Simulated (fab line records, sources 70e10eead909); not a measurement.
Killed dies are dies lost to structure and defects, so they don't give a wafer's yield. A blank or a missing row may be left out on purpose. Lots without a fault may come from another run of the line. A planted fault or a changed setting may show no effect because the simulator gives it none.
Which tool did it? | flow nand_harc | 14 lots, 42 wafers sampled, at 5 steps of a route of 1159

WHAT THE GAUGES READ, wafer by wafer
NHARC_THIN_TSV_CD_MEAS_16.
lot  | measured     | on        | cd_nm (nm)
L901 | day 19 10:43 | cd_sem-02 | 1001.3 997.9 999.0
L902 | day 19 11:57 | cd_sem-01 | 1002.3 1002.1 1000.3
L904 | day 19 09:32 | cd_sem-03 | 1002.0 1001.7 1001.8
L905 | day 20 01:18 | cd_sem-03 | 1000.2 1001.6 1000.4
L907 | day 20 11:43 | cd_sem-02 | 998.5 1000.8 999.4
L908 | day 20 10:28 | cd_sem-01 | 1001.5 1003.3 1003.5
L906 | day 20 19:13 | cd_sem-03 | 999.0 999.0 998.6
L911 | day 21 01:16 | cd_sem-02 | 1000.1 998.8 1000.1
L910 | day 20 20:32 | cd_sem-03 | 1004.1 1004.0 1002.0
L912 | day 21 10:13 | cd_sem-02 | 999.4 999.3 1000.1
L917 | day 23 04:54 | cd_sem-01 | 998.9 999.5 998.8
L919 | day 24 01:33 | cd_sem-02 | 999.1 999.4 1001.3
L924 | day 24 08:53 | cd_sem-02 | 1000.1 999.1 999.5
L922 | day 24 10:02 | cd_sem-01 | 998.7 998.8 998.9

NHARC_THIN_TSV_CD_MEAS_37.
lot  | measured     | on        | cd_nm (nm)
L901 | day 19 17:14 | cd_sem-02 | 4998.1 4996.0 4996.9
L902 | day 19 18:26 | cd_sem-02 | 4998.9 5000.4 4998.7
L904 | day 19 16:07 | cd_sem-03 | 4999.8 5001.6 5000.9
L905 | day 20 08:49 | cd_sem-01 | 4999.2 5001.7 4999.4
L907 | day 20 18:17 | cd_sem-03 | 4994.2 4997.4 4995.7
L908 | day 20 16:52 | cd_sem-01 | 5000.4 5002.2 5000.0
L906 | day 21 02:05 | cd_sem-01 | 4996.3 4996.9 4996.8
L911 | day 21 07:47 | cd_sem-03 | 4997.9 4996.7 4998.7
L910 | day 21 03:08 | cd_sem-03 | 5004.8 5003.3 5002.5
L912 | day 21 16:37 | cd_sem-03 | 5001.9 5001.1 5001.9
L917 | day 23 13:09 | cd_sem-02 | 4999.6 5000.4 4999.7
L919 | day 24 08:02 | cd_sem-03 | 4996.8 5000.9 4998.9
L924 | day 24 15:34 | cd_sem-01 | 4998.0 4996.5 4999.1
L922 | day 24 16:28 | cd_sem-02 | 4996.2 4996.9 4997.6

NHARC_END_SORT_01.
lot  | measured     | on        | killed_at_array | killed_at_other | killed_at_periphery | killed_dies | killed_open | killed_short
L910 | day 21 10:22 | prober-02 | 160 170 211     | 0 0 0           | 2 0 1               | 162 170 212 | 0 2 2       | 1 1 1
L912 | day 22 02:01 | prober-02 | 156 201 210     | 1 0 0           | 5 4 5               | 162 205 215 | 1 1 0       | 0 2 2

WHICH TOOL RAN EACH LOT (tool, then ch and the chambers of the sampled wafers, then the start)
lot  | NHARC_A_CHANNEL_HOLE_D1_DEP_00 | NHARC_A_BONDPAD_DEGAS_25
L901 | acl_dep-01 ch 0, day 8 17:13   | pvd_sputter-02, day 18 16:20
L902 | acl_dep-02 ch 0, day 8 17:14   | pvd_sputter-01, day 18 18:20
L904 | acl_dep-03 ch 0, day 8 17:22   | pvd_sputter-02, day 18 18:18
L905 | acl_dep-03 ch 0, day 9 09:54   | pvd_sputter-03, day 19 05:29
L907 | acl_dep-02 ch 0, day 9 18:17   | pvd_sputter-01, day 19 15:47
L908 | acl_dep-01 ch 0, day 9 18:38   | pvd_sputter-01, day 19 15:22
L906 | acl_dep-03 ch 0, day 9 19:08   | pvd_sputter-01, day 20 02:51
L911 | acl_dep-01 ch 0, day 10 15:40  | pvd_sputter-02, day 20 13:37
L910 | acl_dep-02 ch 0, day 10 17:46  | pvd_sputter-02, day 20 07:49
L912 | acl_dep-02 ch 0, day 11 14:52  | pvd_sputter-03, day 20 18:37
L917 | acl_dep-03 ch 0, day 12 01:34  | pvd_sputter-03, day 22 10:29
L919 | acl_dep-03 ch 0, day 12 17:07  | pvd_sputter-02, day 23 07:29
L924 | acl_dep-01 ch 0, day 13 18:11  | pvd_sputter-03, day 23 18:16
L922 | acl_dep-03 ch 0, day 13 19:47  | pvd_sputter-02, day 23 18:28
- NHARC_A_CHANNEL_HOLE_D1_DEP_00: deposits aC, target thk 3100 nm.
- NHARC_A_BONDPAD_DEGAS_25: time 60 s.

WHAT THE TOOLS THEMSELVES READ (means of the sampled wafers that have a number; where no wafer has one, the mark that the record gives instead)
NHARC_A_CHANNEL_HOLE_D1_DEP_00.
lot  | tool       | throttle_valve_pct (%)
L901 | acl_dep-01 | 34.996
L902 | acl_dep-02 | 35.005
L904 | acl_dep-03 | 35.006
L905 | acl_dep-03 | 34.996
L907 | acl_dep-02 | 34.994
L908 | acl_dep-01 | 35.008
L906 | acl_dep-03 | 35.002
L911 | acl_dep-01 | 34.997
L910 | acl_dep-02 | 35.006
L912 | acl_dep-02 | 35.009
L917 | acl_dep-03 | 35.000
L919 | acl_dep-03 | 34.998
L924 | acl_dep-01 | 35.002
L922 | acl_dep-03 | 34.989

NHARC_A_BONDPAD_DEGAS_25.
lot  | tool           | heater_power_w (W)
L901 | pvd_sputter-02 | 453
L902 | pvd_sputter-01 | 528
L904 | pvd_sputter-02 | 472
L905 | pvd_sputter-03 | 447
L907 | pvd_sputter-01 | 518
L908 | pvd_sputter-01 | 503
L906 | pvd_sputter-01 | 520
L911 | pvd_sputter-02 | 424
L910 | pvd_sputter-02 | 493
L912 | pvd_sputter-03 | 494
L917 | pvd_sputter-03 | 440
L919 | pvd_sputter-02 | 483
L924 | pvd_sputter-03 | 472
L922 | pvd_sputter-02 | 496

THE ANSWER, worked out from the rows above alone
Rule: what is usual is taken from the lots themselves. Put in order of their means at a reading, lots are off if they are a third of the lots or fewer, leave a main group of 4 or more, and stand apart from it by a gap of 3 or more times the standard deviation of the main group's means; of several such gaps the widest counts. A main group whose means are all the same, to the digits that the tables above print for the reading, isn't used. A lot without any number at a reading at which 4 lots or more have one is off too. The other lots that the step has rows for count as sound. The gauges are gone through in route order, then the tools' own readings, and for those a lot's mean is taken as printed above. The first step at which some lot is off is used, and at that step the reading that is off furthest; a lot without a number counts as furthest.
No lot is off at any reading shown: from this, nothing can be told.

WHAT THE SIMULATOR HAD PUT IN
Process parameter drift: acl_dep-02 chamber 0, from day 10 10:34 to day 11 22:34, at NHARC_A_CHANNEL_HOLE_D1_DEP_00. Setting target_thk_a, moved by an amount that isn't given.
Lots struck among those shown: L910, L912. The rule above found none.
